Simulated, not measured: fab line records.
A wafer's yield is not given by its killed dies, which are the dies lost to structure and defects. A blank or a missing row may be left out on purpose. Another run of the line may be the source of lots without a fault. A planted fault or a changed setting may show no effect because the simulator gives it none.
The tool behind it: which one?	flow nandHarc	36 wafers from 12 lots sampled at 6 of the route's 1159 steps

## WHAT EACH GAUGE READ, for each wafer
NHARC_P_STI_OVL_MEAS_10. Usual: overlayXNm -1 nm, standard deviation 8.8; overlayYNm 1 nm, standard deviation 5.9.
lot	measured	on	overlayXNm (nm)	overlayYNm (nm)	flag
L861	day 2 11:31	overlay-02	2 1 1	-4 -4 -4	
L862	day 2 18:46	overlay-01	9 9 9	5 5 5	
L866	day 3 18:37	overlay-02	-5 -5 -5	5 4 4	
L867	day 4 02:20	overlay-01	-2 -1 -1	-3 -3 -3	
L869	day 4 11:21	overlay-01	8 8 8	7 8 8	
L870	day 4 19:26	overlay-02	2 2 2	8 8 8	
L872	day 5 06:54	overlay-02	13 13 13	-6 -5 -6	
L874	day 5 17:16	overlay-01	0 0 0	3 3 3	
L875	day 5 22:53	overlay-02	-17 -17 -17	-1 -1 -1	
L876	day 6 06:10	overlay-01	1 1 1	-4 -5 -5	
L877	day 6 14:08	overlay-02	-4 -4 -4	5 5 5	
L878	day 6 14:20	overlay-02	0 0 1	0 0 0	

NHARC_P_STI_INSPECT_11. Usual: rawDefectCount at 6.1, with a standard deviation of 2.8.
lot	measured	on	rawDefectCount	flag
L861	day 2 11:34	defectInspect-02	5 4 3	
L862	day 2 18:48	defectInspect-01	5 7 4	
L866	day 3 18:39	defectInspect-02	7 5 6	
L867	day 4 02:23	defectInspect-01	7 3 5	
L869	day 4 11:23	defectInspect-01	9 8 5	
L870	day 4 19:28	defectInspect-02	5 6 3	
L872	day 5 06:56	defectInspect-01	10 4 7	
L874	day 5 17:18	defectInspect-01	11 10 9	
L875	day 5 22:56	defectInspect-01	3 3 5	
L876	day 6 06:13	defectInspect-02	6 1 7	
L877	day 6 14:11	defectInspect-02	354 330 286	OFF
L878	day 6 14:22	defectInspect-02	300 299 295	OFF

NHARC_END_SORT_01. Usual: killedAtArray 26, standard deviation 9.7; killedAtOther 1.0, standard deviation 1.2; killedAtPeriphery 3.9, standard deviation 2.6; killedDies 31, standard deviation 9.7; killedOpen 3.2, standard deviation 1.8; killedShort 2.0, standard deviation 1.3.
lot	measured	on	killedAtArray	killedAtOther	killedAtPeriphery	killedDies	killedOpen	killedShort	flag
L862	day 19 21:43	prober-01	17 23 23	2 1 2	2 3 1	21 27 26	1 2 3	1 3 2	
L874	day 22 10:20	prober-01	38 33 33	0 0 0	5 7 7	43 40 40	2 0 5	2 0 1	
L877	day 23 15:46	prober-01	26 30 34	1 1 2	71 70 72	98 101 108	2 3 2	0 1 2	OFF
L878	day 23 16:39	prober-02	16 12 19	1 0 0	86 74 83	103 86 102	3 1 9	4 2 3	OFF

## TOOL THAT RAN EACH LOT (tool first, then ch and the chambers of the sampled wafers, then the start)
lot	NHARC_P_STI_HM_DEP_30	NHARC_P_STI_DESCUM_14	NHARC_P_STI_ETCH_42
L861	lpcvd-01 ch 1, day 2 07:20	rieDiel-03 ch 1,2,3, day 2 11:43	rieDiel-03 ch 0,2,3, day 2 11:47
L862	lpcvd-02 ch 0, day 2 14:38	rieDiel-05 ch 0,2,3, day 2 18:56	rieDiel-05 ch 0,1,2, day 2 19:01
L866	lpcvd-02 ch 1, day 3 14:34	rieDiel-02 ch 0,1,3, day 3 18:49	rieDiel-02 ch 0,1,3, day 3 18:53
L867	lpcvd-02 ch 1, day 3 22:11	rieDiel-02 ch 0,1, day 4 02:31	rieDiel-02 ch 0,3, day 4 02:36
L869	lpcvd-01 ch 0, day 4 07:19	rieDiel-02 ch 0,2,3, day 4 11:32	rieDiel-02 ch 1,2,3, day 4 11:37
L870	lpcvd-01 ch 1, day 4 15:11	rieDiel-03 ch 0,1,3, day 4 19:37	rieDiel-03 ch 0,1,3, day 4 19:41
L872	lpcvd-01 ch 1, day 5 02:40	rieDiel-03 ch 0,2,3, day 5 07:04	rieDiel-03 ch 0,3, day 5 07:13
L874	lpcvd-01 ch 0, day 5 13:04	rieDiel-05 ch 2,3, day 5 17:26	rieDiel-05 ch 0,2,3, day 5 17:32
L875	lpcvd-01 ch 1, day 5 18:51	rieDiel-02 ch 0,3, day 5 23:04	rieDiel-02 ch 0,1, day 5 23:10
L876	lpcvd-02 ch 1, day 6 02:07	rieDiel-05 ch 0,1,2, day 6 06:22	rieDiel-05 ch 0,1,3, day 6 06:26
L877	lpcvd-01 ch 1, day 6 10:05	rieDiel-03 ch 2,3, day 6 14:20	rieDiel-03 ch 2,3, day 6 14:24
L878	lpcvd-01 ch 0, day 6 10:05	rieDiel-02 ch 1,2, day 6 14:30	rieDiel-02 ch 0,2,3, day 6 14:36
- NHARC_P_STI_HM_DEP_30: deposits Si3N4, target thk 80 nm, time 873 s.
- NHARC_P_STI_DESCUM_14: chemistry O2, time 3 s.
- NHARC_P_STI_ETCH_42: etches the open film in N2/H2, target depth 80 nm, overetch 24 nm, time 61 s.

## WHAT THE TOOLS THEMSELVES READ (means of the sampled wafers that have a number; where no wafer has one, the mark that the record gives instead)
NHARC_P_STI_HM_DEP_30. Usual: susceptorTempC at 790.0 C, with a standard deviation of 0.36.
lot	tool	susceptorTempC (C)	flag
L861	lpcvd-01	790.2	
L862	lpcvd-02	789.8	
L866	lpcvd-02	790.5	
L867	lpcvd-02	790.2	
L869	lpcvd-01	790.0	
L870	lpcvd-01	789.9	
L872	lpcvd-01	790.2	
L874	lpcvd-01	790.2	
L875	lpcvd-01	790.0	
L876	lpcvd-02	789.6	
L877	lpcvd-01	790.1	
L878	lpcvd-01	789.7	

NHARC_P_STI_DESCUM_14. Usual: drypumpMotorCurrentA 5.6 A, standard deviation 0.39; oesProductAu 0.994 a.u., standard deviation 0.013; rfVppV 57.6 V, standard deviation 0.92; showerheadPlenumPTorr 1.87 Torr, standard deviation 0.091; throttleValvePct 11.310 %, standard deviation 0.0086.
lot	tool	drypumpMotorCurrentA (A)	oesProductAu (a.u.)	rfVppV (V)	showerheadPlenumPTorr (Torr)	throttleValvePct (%)	flag
L861	rieDiel-03	5.5	1.010	58.2	2.01	11.311	
L862	rieDiel-05	5.6	0.994	57.9	1.90	11.305	
L866	rieDiel-02	5.3	0.993	56.6	1.80	11.303	
L867	rieDiel-02	5.4	1.004	57.0	1.80	11.310	
L869	rieDiel-02	5.7	0.987	57.3	1.80	11.311	
L870	rieDiel-03	5.6	1.004	57.2	1.96	11.319	
L872	rieDiel-03	5.7	1.003	58.4	1.95	11.311	
L874	rieDiel-05	5.6	0.996	57.1	1.83	11.311	
L875	rieDiel-02	5.3	0.975	56.5	1.79	11.309	
L876	rieDiel-05	5.7	0.995	57.7	1.95	11.307	
L877	rieDiel-03	5.8	1.006	58.2	2.01	11.319	
L878	rieDiel-02	5.6	0.992	56.3	1.80	11.316	

NHARC_P_STI_ETCH_42. Usual: drypumpMotorCurrentA 5.6 A, standard deviation 0.39; n2FlowSccm 150.0 sccm, standard deviation 0.46; oesProductAu 0.994 a.u., standard deviation 0.015; rfVppV 429.3 V, standard deviation 2.9; showerheadPlenumPTorr 2.00 Torr, standard deviation 0.1; throttleValvePct 14.171 %, standard deviation 0.0088.
lot	tool	drypumpMotorCurrentA (A)	n2FlowSccm (sccm)	oesProductAu (a.u.)	rfVppV (V)	showerheadPlenumPTorr (Torr)	throttleValvePct (%)	flag
L861	rieDiel-03	5.8	150.3	1.003	431.8	2.07	14.173	
L862	rieDiel-05	5.7	149.9	0.981	431.9	2.08	14.169	
L866	rieDiel-02	5.3	150.4	0.987	426.8	1.91	14.173	
L867	rieDiel-02	5.5	150.2	0.994	426.5	1.91	14.170	
L869	rieDiel-02	5.6	150.1	0.992	427.2	1.92	14.172	
L870	rieDiel-03	5.6	150.0	1.003	432.8	2.09	14.174	
L872	rieDiel-03	5.9	149.3	1.013	432.3	2.10	14.164	
L874	rieDiel-05	5.6	150.3	0.986	430.2	2.03	14.175	
L875	rieDiel-02	5.5	149.6	1.003	427.0	1.91	14.180	
L876	rieDiel-05	5.7	150.2	0.992	430.9	2.06	14.181	
L877	rieDiel-03	5.7	149.8	0.996	433.0	2.13	14.166	
L878	rieDiel-02	5.8	150.0	0.983	427.6	1.92	14.168	

## THE ANSWER, worked out from the rows above alone
Rule: a lot counts as off when the mean over its wafers that have a number is more than 3 standard deviations away from the usual mean. A lot without any number at a reading at which 4 lots or more have one is off too. The other lots that the step has rows for count as sound. First the gauges in route order, then the tools' own readings, where a lot's mean is used as printed above. The first step at which some lot is off is used, and at that step the reading that is off furthest; a lot without a number counts as furthest.
Off, at NHARC_P_STI_INSPECT_11 on rawDefectCount: L877, L878.
If a tool, at a process step before that reading, ran all the lots that are off and no sound lot after the first of them, it fits. The gauges at NHARC_P_STI_INSPECT_11 aren't tried: what is off there is off at NHARC_END_SORT_01 too, on other tools, and a gauge's error can't cause that. One candidate fits, namely lpcvd-01 at NHARC_P_STI_HM_DEP_30. A fault onset in the window from L875 (day 5 18:51, its last sound lot) to L877 (day 6 10:05, its first lot off) fits.

## WHAT HAD BEEN PUT IN BY THE SIMULATOR
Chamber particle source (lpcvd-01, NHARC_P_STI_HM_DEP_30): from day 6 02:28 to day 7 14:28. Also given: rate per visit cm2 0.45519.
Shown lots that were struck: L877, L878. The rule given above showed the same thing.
